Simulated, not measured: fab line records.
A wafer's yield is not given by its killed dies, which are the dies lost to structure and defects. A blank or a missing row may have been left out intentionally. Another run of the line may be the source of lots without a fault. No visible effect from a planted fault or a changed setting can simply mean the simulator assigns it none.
Matching of chambers + flow n5Finfet + 4 sister chambers for N5_BEOL_M11_STRIP_19 on rieDiel-06
The step strips in O2. 8 wafers are shown with their chamber, then 7 later ones without.

WAFERS PAIRED WITH THEIR CHAMBERS
| wafer  | chamber | oesProductAu (a.u.) | drypumpMotorCurrentA (A) |
|--------|---------|---------------------|--------------------------|
| L074.3 | 2       | 0.69                | 5.52                     |
| L075.2 | 0       | 0.73                | 5.83                     |
| L077.1 | 0       | 0.72                | 5.82                     |
| L079.1 | 3       | 0.87                | 5.77                     |
| L079.2 | 2       | 0.69                | 5.52                     |
| L079.4 | 1       | 0.72                | 5.94                     |
| L080.2 | 3       | 0.88                | 5.77                     |
| L080.3 | 1       | 0.71                | 5.88                     |

WAFERS MISSING THEIR CHAMBER
| wafer  | oesProductAu (a.u.) | drypumpMotorCurrentA (A) |
|--------|---------------------|--------------------------|
| L080.6 | 0.69                | 5.50                     |
| L082.2 | 0.71                | 5.84                     |
| L082.3 | 0.86                | 5.77                     |
| L082.6 | 0.69                | 5.53                     |
| L088.2 | 0.85                | 5.76                     |
| L088.4 | 0.70                | 5.90                     |
| L088.6 | 0.70                | 5.88                     |

EACH ONE'S CHAMBER
| wafer  | from the rows above     | in truth |
|--------|-------------------------|----------|
| L080.6 | 2                       | 2        |
| L082.2 | can't be placed: 0 or 1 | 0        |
| L082.3 | 3                       | 3        |
| L082.6 | 2                       | 2        |
| L088.2 | 3                       | 3        |
| L088.4 | 1                       | 1        |
| L088.6 | can't be placed: 1 or 0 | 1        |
5 of 7 placed correctly. Can't be placed from these rows: 2 (the true chamber is among the candidates in 2). Number placed wrongly: 0.
How it was worked out, from the rows above alone: a wafer's distance from a chamber is the root of the sum, over the readings, of the square of ((its reading less the chamber's mean) divided by the reading's scatter). The wafer belongs to the nearest chamber; if the next one is less than 2 further off, it can't be placed. For every chamber, the mean is computed from those of its wafers that are shown. The scatter: the root of (the sum of the squares of (reading less its chamber's mean) over the shown wafers, divided by (wafers less chambers)).
